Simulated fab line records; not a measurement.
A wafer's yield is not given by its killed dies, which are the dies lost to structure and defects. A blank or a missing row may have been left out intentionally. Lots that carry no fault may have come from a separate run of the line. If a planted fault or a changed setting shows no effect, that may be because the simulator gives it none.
fab line records    flow n5-finfet
record: lots: 10  wafers: 28  last-day: 17
route steps=1938 shown SD_EPI_N@270 SD_EPI_P@303 SD_ACTIVATION@332 BEOL_M4@1111 PASSIVATION@1936
lots untouched by any fault: they come from a run of this same line in which no faults occurred
start-h: the number of hours between the record's first day and the start of the first shown wafer of the lot    wait-h: time in hours since the lot's previous step    " as in the row above    L1.1+2: several wafers, shown together as one row    - no value, or no start was given    * or withheld: withheld    < > ~ a bound
route shown NAME@n: NAME is a module with steps in the file, n the number in the route of the first one    usual: mean/standard deviation taken from wafers without a fault    same: alike in all rows    chamber/n: place in a boat    sites: the reading at each site    _std_site: standard deviation of those values    _edge_site: mean of outer sites minus mean of inner sites    radius-mm: how far each site lies from the wafer's centre    mask NAME#n: copy n    behind: tool/chamber where the wafer was last shaped    hold: reason for holding the lot/hours on hold/outcome of the hold    device: the n, p or np transistor that did not switch    end of line: at the end of the route, the tests of the same wafers    for a step that has no rows: nothing shown but its recipe    killed: count of dies lost to structure and defects at first sort (not the wafer's yield)    map: shows each die of a wafer: x if killed, . if not, _ if none is there
set.NAME: the setting the step ran with; set.NAME@STEP: the setting that earlier step ran with    model.NAME: the simulator's own value behind a step, which no gauge read
the route's steps for a sample of lots (tables are steps, rows are wafers)
services: when a tool's chamber went out of use (start-h, in hours from the record's first day, below 0 if earlier), for how many hours, and the reason
== steps ==
step: N5_SD_EPI_N_CD_MEAS_09
recipe: target-cd-nm: 120  landing-energy-ev: 500  detector: se-inlens
usual: cd-nm: 120.3/0.66
lot.wafer  tool       chamber  start-h  wait-h  cd-nm
L980.1     cd-sem-01  0        59.77    -       118.7
L980.4     "          0        "        "       119.2
L980.6     "          0        "        "       118.9
L981.2     cd-sem-02  0        66.97    -       120.1
L981.5     "          0        "        "       121.4
L981.6     "          0        "        "       121.1
L984.2     cd-sem-02  0        85.10    -       120.8
L984.3     "          0        "        "       121.0
L984.4     "          0        "        "       120.2
L986.1     cd-sem-01  0        97.04    -       119.1
L986.3     "          0        "        "       120.7
L986.6     "          0        "        "       119.9
L990.2     cd-sem-01  0        122.64   -       120.1
L990.6     "          0        "        "       121.1
L991.1     cd-sem-01  0        126.52   -       120.3
L991.5     "          0        "        "       119.9
L997.4     cd-sem-01  0        163.14   -       120.8
L997.5     "          0        "        "       120.5
L997.6     "          0        "        "       121.1
L998.2     cd-sem-02  0        168.75   -       120.7
L998.3     "          0        "        "       120.1
L998.4     "          0        "        "       120.8
L999.1     cd-sem-01  0        173.93   -       121.4
L999.4     "          0        "        "       121.0
L999.5     "          0        "        "       119.9
L101.1     cd-sem-03  0        189.37   -       120.0
L101.3     "          0        "        "       120.8
L101.5     "          0        "        "       121.3
step: N5_SD_EPI_N_SD_RECESS_17
recipe: chemistry: HBr/Cl2/O2  target-depth-a: 410  mask-material: SOC  time-s: 23.7  bt-time-s: 3  pressure-mtorr: 10  icp-w: 800  bias-w: 112  HBr_flow_sccm: 150  Cl2_flow_sccm: 80  O2_flow_sccm: 12
usual: drypump-motor-current-A: 5.9/0.54  oes-product-au: 1.003/0.018  throttle-valve-pct: 36.94/0.29
lot.wafer  tool       chamber  start-h  wait-h  drypump-motor-current-A  oes-product-au  rf-hours-counter-h  throttle-valve-pct
L980.1     rie-si-03  3        60.73    0.0     5.4                      1.026           62                  36.31
L980.4     "          1        "        "       5.5                      1.013           69                  36.91
L980.6     "          2        "        "       6.6                      1.003           -                   37.03
L981.2     rie-si-01  1        67.75    0.0     6.4                      0.999           153                 37.43
L981.5     "          2        "        "       6.2                      1.017           -                   36.87
L981.6     "          1        "        "       6.4                      0.998           -                   37.44
L984.2     rie-si-02  0        86.10    0.0     5.8                      0.976           132                 37.30
L984.3     "          2        "        "       6.1                      0.968           23                  36.76
L984.4     "          3        "        "       5.0                      0.990           69                  37.01
L986.1     rie-si-03  3        97.82    0.0     5.4                      1.024           62                  36.33
L986.3     "          2        "        "       6.7                      1.001           154                 37.03
L986.6     "          0        "        "       5.2                      0.976           -                   37.10
L990.2     rie-si-03  1        123.41   0.0     5.5                      1.017           70                  36.89
L990.6     "          2        "        "       6.7                      1.001           -                   37.03
L991.1     rie-si-01  0        127.30   0.0     5.3                      0.993           166                 36.97
L991.5     "          1        "        "       6.4                      0.998           -                   37.45
L997.4     rie-si-03  1        163.91   0.0     5.5                      1.005           71                  36.90
L997.5     "          2        "        "       6.7                      1.002           -                   37.01
L997.6     "          1        "        "       5.5                      1.007           -                   36.89
L998.2     rie-si-01  0        169.53   0.0     5.3                      1.007           166                 36.94
L998.3     "          1        "        "       6.4                      1.000           155                 37.44
L998.4     "          2        "        "       6.2                      1.018           79                  36.86
L999.1     rie-si-01  2        174.72   0.0     6.2                      1.014           79                  36.86
L999.4     "          1        "        "       6.4                      0.988           155                 37.44
L999.5     "          1        "        "       6.4                      0.989           -                   37.44
L101.1     rie-si-03  2        190.15   0.0     6.7                      1.004           156                 37.04
L101.3     "          3        "        "       5.4                      1.022           64                  36.33
L101.5     "          2        "        "       6.6                      0.998           -                   37.03
step: N5_SD_EPI_N_EPI_21
recipe: material: Si:P  dopant: P  temp-c: 680  pressure-torr: 255  time-s: 690
usual: epi-growth-time-s: 690/0
lot.wafer  tool          chamber  start-h  wait-h  epi-growth-time-s
L980.1     epi-rpcvd-03  0        61.72    0.1     690
L980.4     "             0        "        "       690
L980.6     "             0        "        "       690
L981.2     epi-rpcvd-01  0        69.29    0.5     690
L981.5     "             0        70.41    1.5     690
L981.6     "             0        "        "       690
L984.2     epi-rpcvd-03  0        87.48    0.4     690
L984.3     "             0        "        "       690
L984.4     "             0        "        "       690
L986.1     epi-rpcvd-01  0        98.98    0.2     690
L986.3     "             0        "        "       690
L986.6     "             0        100.85   1.9     690
L990.2     epi-rpcvd-01  0        124.95   0.5     690
L990.6     "             0        126.45   1.9     1098.5
L991.1     epi-rpcvd-01  0        128.47   0.2     1098.5
L991.5     "             0        129.96   1.5     690
L997.4     epi-rpcvd-03  0        165.75   0.9     690
L997.5     "             0        "        "       690
L997.6     "             0        "        "       690
L998.2     epi-rpcvd-03  0        170.79   0.4     690
L998.3     "             0        "        "       690
L998.4     "             0        "        "       690
L999.1     epi-rpcvd-03  0        175.70   0.1     690
L999.4     "             0        "        "       690
L999.5     "             0        "        "       690
L101.1     epi-rpcvd-02  0        191.13   0.1     690
L101.3     "             0        "        "       690
L101.5     "             0        "        "       690
step: N5_SD_EPI_N_EPI_MEAS_23
recipe: mode: xrd
usual: thk-nm: 59.0/1.2
lot.wafer  tool           chamber  start-h  wait-h  thk-nm
L980.1     film-metro-02  -        63.44    1.4     59.0
L980.4     "              -        "        "       57.3
L980.6     "              -        "        "       57.6
L981.2     film-metro-02  -        71.21    1.5     60.6
L981.5     "              -        "        "       61.0
L981.6     "              -        "        "       59.7
L984.2     film-metro-02  -        88.91    1.2     58.0
L984.3     "              -        "        "       59.7
L984.4     "              -        "        "       57.9
L986.1     film-metro-01  -        101.26   1.9     58.7
L986.3     "              -        "        "       56.7
L986.6     "              -        "        "       57.4
L990.2     film-metro-02  -        126.87   1.5     57.8
L990.6     "              -        "        "       79.5
L991.1     film-metro-02  -        130.74   1.9     79.5
L991.5     "              -        "        "       58.2
L997.4     film-metro-01  -        166.63   0.6     57.9
L997.5     "              -        "        "       57.0
L997.6     "              -        "        "       57.1
L998.2     film-metro-01  -        172.23   1.2     60.4
L998.3     "              -        "        "       59.6
L998.4     "              -        "        "       59.3
L999.1     film-metro-02  -        177.42   1.4     57.8
L999.4     "              -        "        "       59.0
L999.5     "              -        "        "       60.7
L101.1     film-metro-02  -        192.85   1.4     58.3
L101.3     "              -        "        "       61.4
L101.5     "              -        "        "       59.5
step: N5_SD_EPI_P_CD_MEAS_09
recipe: target-cd-nm: 240  landing-energy-ev: 500  detector: se-inlens
usual: cd-nm: 240.6/0.76
lot.wafer  tool       chamber  start-h  wait-h  cd-nm
L980.1     cd-sem-03  0        64.26    -       240.2
L980.4     "          0        "        "       240.9
L980.6     "          0        "        "       241.3
L981.2     cd-sem-03  0        72.04    -       240.3
L981.5     "          0        "        "       240.0
L981.6     "          0        "        "       239.7
L984.2     cd-sem-02  0        90.07    -       241.9
L984.3     "          0        "        "       241.3
L984.4     "          0        "        "       241.6
L986.1     cd-sem-01  0        102.21   -       240.7
L986.3     "          0        "        "       241.1
L986.6     "          0        "        "       240.2
L990.2     cd-sem-01  0        127.74   -       241.5
L990.6     "          0        "        "       239.4
L991.1     cd-sem-02  0        131.69   -       240.5
L991.5     "          0        "        "       239.9
L997.4     cd-sem-03  0        167.59   -       238.3
L997.5     "          0        "        "       239.2
L997.6     "          0        "        "       240.3
L998.2     cd-sem-03  0        173.06   -       239.5
L998.3     "          0        "        "       240.1
L998.4     "          0        "        "       240.6
L999.1     cd-sem-01  0        178.37   -       241.6
L999.4     "          0        "        "       239.8
L999.5     "          0        "        "       241.2
L101.1     cd-sem-03  0        193.95   -       241.0
L101.3     "          0        "        "       241.5
L101.5     "          0        "        "       241.0
step: N5_SD_ACTIVATION_RS_MEAS_03
recipe: thk-meas-gauge: four-point-probe
usual: RS_SD_N: 21.9/0.31  RS_SD_P: 56.4/0.91
lot.wafer  tool           chamber  start-h  wait-h  RS_SD_N[ohm/sq]  RS_SD_P[ohm/sq]
L980.1     film-metro-01  -        68.68    0.2     22.3             56.3
L980.4     "              -        "        "       22.5             55.0
L980.6     "              -        "        "       22.2             55.3
L981.2     film-metro-01  -        76.45    0.2     21.3             55.7
L981.5     "              -        "        "       21.5             55.9
L981.6     "              -        "        "       21.4             54.6
L984.2     film-metro-01  -        95.36    0.2     22.3             57.6
L984.3     "              -        "        "       22.0             57.2
L984.4     "              -        "        "       21.6             57.4
L986.1     film-metro-02  -        107.32   0.2     22.6             55.1
L986.3     "              -        "        "       22.5             56.3
L986.6     "              -        "        "       22.5             55.8
L990.2     film-metro-01  -        132.31   0.2     22.1             57.3
L990.6     "              -        "        "       15.7             56.6
L991.1     film-metro-02  -        136.81   0.2     16.2             57.1
L991.5     "              -        "        "       22.0             57.3
L997.4     film-metro-01  -        172.76   0.1     22.1             54.4
L997.5     "              -        "        "       22.2             55.2
L997.6     "              -        "        "       22.0             54.8
L998.2     film-metro-02  -        178.59   0.2     22.0             55.8
L998.3     "              -        "        "       21.5             54.7
L998.4     "              -        "        "       21.9             54.8
L999.1     film-metro-01  -        182.62   0.2     21.8             56.4
L999.4     "              -        "        "       22.1             57.4
L999.5     "              -        "        "       22.4             56.8
L101.1     film-metro-01  -        198.35   0.2     22.1             55.3
L101.3     "              -        "        "       21.8             55.6
L101.5     "              -        "        "       21.8             54.7
step: N5_BEOL_M4_RC_MEAS_101
usual: DIBL_N: 36.3/1.7  DIBL_P: 36.5/1.8  IOFF_N: 0.16/0.033  IOFF_P: 0.21/0.037  ION_N: 675/11  ION_P: 462/7.9  RS_SD_N: 28.4/0.41  SS_N: 71.6/0.64  SS_P: 73.3/0.68  VT_N: 249/3.3  VT_P: -250/3.3
lot.wafer  tool       chamber  start-h  wait-h  DIBL_N[mV/V]  DIBL_P[mV/V]  IOFF_N[nA/um]  IOFF_P[nA/um]  ION_N[uA/um]  ION_P[uA/um]  RS_SD_N[ohm/sq]  SS_N[mV/dec]  SS_P[mV/dec]  VT_N[mV]  VT_P[mV]
L980.1     prober-01  0        175.39   0.0     37.0          37.9          0.16           0.23           674           464           29.0             71.5          73.7          249       -251
L980.4     "          0        "        "       35.9          36.4          0.14           0.22           669           461           29.1             71.1          73.5          251       -250
L980.6     "          0        "        "       36.4          36.4          0.14           0.21           675           471           28.9             71.3          73.1          251       -250
L981.2     prober-01  0        181.49   0.2     35.7          36.1          0.15           0.18           682           467           27.8             71.0          73.3          251       -251
L981.5     "          0        "        "       33.6          33.4          0.11           0.14           681           462           27.9             71.0          72.8          255       -257
L981.6     "          0        "        "       36.1          36.5          0.14           0.18           677           463           27.9             71.5          73.3          253       -253
L984.2     prober-01  0        202.29   0.2     37.3          38.4          0.18           0.24           680           466           28.8             72.3          72.8          247       -251
L984.3     "          0        "        "       36.6          36.7          0.17           0.22           688           459           28.4             71.7          72.8          250       -253
L984.4     "          0        "        "       37.0          37.8          0.17           0.24           676           465           28.4             72.3          73.0          249       -248
L986.1     prober-02  0        207.58   0.0     37.4          38.4          0.18           0.24           660           460           29.2             72.2          73.5          251       -247
L986.3     "          0        "        "       35.1          34.8          0.14           0.18           658           445           29.2             71.9          72.8          254       -251
L986.6     "          0        "        "       32.3          33.3          0.11           0.16           657           457           28.9             70.5          72.1          255       -254
L990.2     prober-02  0        231.18   0.2     37.2          37.8          0.19           0.25           685           472           28.8             72.0          72.9          246       -244
L990.6     "          0        "        "       35.5          36.4          0.16           0.23           690           475           20.8             71.1          73.1          248       -248
L991.1     prober-02  0        250.98   0.0     38.8          39.3          0.21           0.25           678           458           20.7             71.6          74.9          244       -249
L991.5     "          0        "        "       38.9          38.0          0.21           0.22           676           453           28.1             72.8          74.5          248       -250
L997.4     prober-01  0        267.91   0.5     37.3          36.6          0.16           0.23           678           472           28.8             71.4          72.5          254       -245
L997.5     "          0        "        "       36.3          35.8          0.15           0.22           662           460           28.8             71.4          73.4          253       -248
L997.6     "          0        "        "       37.3          36.4          0.17           0.23           667           464           28.9             71.9          73.5          249       -247
L998.2     prober-02  0        288.09   0.2     33.4          33.1          0.13           0.17           682           465           28.4             71.4          72.7          251       -254
L998.3     "          0        "        "       35.3          34.8          0.16           0.19           677           462           27.9             71.3          73.6          247       -251
L998.4     "          0        "        "       34.3          33.9          0.14           0.18           672           459           28.5             71.9          73.2          250       -252
L999.1     prober-02  0        291.64   0.0     40.0          40.9          0.28           0.27           717           475           28.3             72.9          74.6          241       -250
L999.4     "          0        "        "       38.2          38.7          0.23           0.24           695           461           28.5             73.1          74.5          242       -249
L999.5     "          0        "        "       37.6          37.9          0.21           0.22           687           459           29.2             71.7          73.4          245       -251
L101.1     prober-01  0        298.10   0.0     33.2          33.6          0.12           0.16           669           452           28.7             71.2          72.4          252       -256
L101.3     "          0        "        "       36.3          37.7          0.18           0.21           678           461           28.4             71.9          74.4          248       -250
L101.5     "          0        "        "       36.8          38.6          0.19           0.22           677           458           28.4             72.1          74.3          246       -253
step: N5_PASSIVATION_PROBE_49
usual: defect-limited-yield: 91.3/1.5  killed_at_M0_to_M3: 34/9.4  killed_at_M4_up: 13/5.3  killed-at-contacts: 13/5.7  killed-at-front-end: 40/10  killed-at-other: 3.7/2.8  killed-dies: 103/17  killed-on-rim: 13/4.2  killed-open: 67/13  killed-short: 35/8.5  sort_bin_4_leakage: 0.00/0.016  sort_bin_5_function: 5.0/0.98  sort_bin_6_memory: 3.3/0.7  sort-n-pass: 1077/17  sort-yield-pct: 91.3/1.5
same: gross-dies: 1180  killed-at-back-side: 0  sort_bin_8_speed[%]: 0
lot.wafer  tool       chamber  start-h  wait-h  defect-limited-yield[%]  killed_at_M0_to_M3  killed_at_M4_up  killed-at-contacts  killed-at-front-end  killed-at-other  killed-dies  killed-on-rim  killed-open  killed-short  sort_bin_4_leakage[%]  sort_bin_5_function[%]  sort_bin_6_memory[%]  sort-n-pass  sort-yield-pct[%]
L984.2     prober-01  -        307.64   0.1     89.0                     31                  16               22                  56                   5                130          17             90           40            0                      6.1                     4.7                   1050         89.0
L984.3     prober-01  -        307.69   0.1     92.5                     31                  14               12                  23                   8                88           9              60           26            0                      4.8                     2.3                   1092         92.5
L984.4     prober-01  -        307.74   0.2     89.9                     40                  8                9                   59                   3                119          20             80           37            0                      5.0                     4.1                   1061         89.9
L997.4     prober-02  -        369.93   0.2     94.0                     28                  6                12                  21                   4                71           8              49           22            0                      3.6                     2.2                   1109         94.0
L997.5     prober-02  -        369.98   0.2     90.7                     34                  14               11                  45                   6                110          9              77           32            0                      5.9                     3.1                   1070         90.7
L997.6     prober-02  -        370.03   0.3     92.9                     29                  2                8                   41                   4                84           12             47           36            0                      4.3                     2.5                   1096         92.9
killed by level:class
L984.2 MOL_CONTACT_COAG:geometric-particle:open=17 FIN_SAQP:geometric-particle:open=11 STI_FIN_REVEAL:geometric-particle:open=10 BEOL_M1:geometric-particle:open=10 FIN_SAQP:geometric-particle:short=8 BEOL_M4:geometric-particle:open=8 GATE_CUT:geometric-particle:short=6 DUMMY_GATE:geometric-particle:open=5
L984.3 MOL_CONTACT_COAG:geometric-particle:open=10 FIN_SAQP:geometric-particle:open=6 BEOL_M2:geometric-particle:open=6 BEOL_M1:geometric-particle:open=5 BEOL_M0_SAQP:geometric-particle:open=5 BEOL_M0_SAQP:geometric-particle:short=4 BEOL_M4:geometric-particle:open=4 STI_FIN_REVEAL:geometric-particle:open=3
L984.4 STI_FIN_REVEAL:geometric-particle:open=16 FIN_SAQP:geometric-particle:open=15 FIN_SAQP:geometric-particle:short=11 MOL_CONTACT_COAG:geometric-particle:open=9 BEOL_M1:geometric-particle:open=9 BEOL_M1:geometric-particle:short=7 BEOL_M0_SAQP:geometric-particle:open=6 BEOL_M3:geometric-particle:open=6
L997.4 MOL_CONTACT_COAG:geometric-particle:open=10 BEOL_M3:geometric-particle:open=8 BEOL_M2:geometric-particle:open=5 DUMMY_GATE:geometric-particle:open=4 BEOL_M0_SAQP:geometric-particle:short=4 STI_FIN_REVEAL:geometric-particle:open=3 DUMMY_GATE:geometric-particle:short=3 BEOL_M0_SAQP:geometric-particle:open=3
L997.5 STI_FIN_REVEAL:geometric-particle:open=15 BEOL_M2:geometric-particle:open=9 MOL_CONTACT_COAG:geometric-particle:open=8 FIN_SAQP:geometric-particle:open=7 BEOL_M4:geometric-particle:short=5 BEOL_M0_SAQP:geometric-particle:open=5 BEOL_M1:geometric-particle:open=5 GATE_CUT:geometric-particle:open=4
L997.6 FIN_SAQP:geometric-particle:open=7 MOL_CONTACT_COAG:geometric-particle:open=7 STI_FIN_REVEAL:geometric-particle:open=7 BEOL_M0_SAQP:geometric-particle:short=7 BEOL_M3:geometric-particle:open=6 BEOL_M3:geometric-particle:short=6 STARTING-WAFER:geometric-particle:short=6 FIN_SAQP:geometric-particle:short=4
== services ==
tool          chamber  start-h  hours  kind
rie-si-01     1        38.15    1.3    repair
rie-si-01     0        40.30    3.2    repair
epi-rpcvd-01  -        49.45    0.6    repair
epi-rpcvd-01  -        77.65    14.6   pm
epi-rpcvd-02  -        85.74    2.8    pm
rie-si-03     1        91.18    11.2   repair
epi-rpcvd-02  -        93.43    8.1    pm
rie-si-02     3        104.78   3.9    repair
epi-rpcvd-02  -        104.83   1.0    repair
epi-rpcvd-02  -        112.11   6.0    pm
rie-si-03     0        119.68   -      clean
rie-si-03     0        119.68   21.5   scheduled-down
rie-si-03     0        119.68   21.5   vent-cycle
rie-si-03     0        141.89   4.0    repair
== key ==
first-sign: step: N5_SD_EPI_N_EPI_21  reading: epi-growth-time-s  direction: up  sigmas: 99+  usual: *  struck: *
effect: step: N5_SD_EPI_N_EPI_MEAS_23  reading: thk-nm  direction: up  sigmas: 17  usual: *  struck: *
effect: step: N5_SD_ACTIVATION_RS_MEAS_03  reading: RS_SD_N  direction: down  sigmas: 19  usual: 21.9  struck: 16.0
effect: step: N5_BEOL_M4_RC_MEAS_101  reading: RS_SD_N  direction: down  sigmas: 19  usual: 28.4  struck: 20.8
met-at N5_SD_EPI_N_EPI_21
struck-lots L990,L991
struck-wafers L990.6,L991.1
not-acting-at N5_SD_EPI_N_CD_MEAS_09,N5_SD_EPI_N_SD_RECESS_17,N5_SD_EPI_P_CD_MEAS_09
fault: kind: process-parameter-drift  tool: epi-rpcvd-01  chamber: -  onset-h: 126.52  steps: N5_SD_EPI_N_EPI_21  channel: epi-growth-time-s  offset: *  shape: step  end-h: 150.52  scope: struck-wafers-only  acts-in: *  stated: *
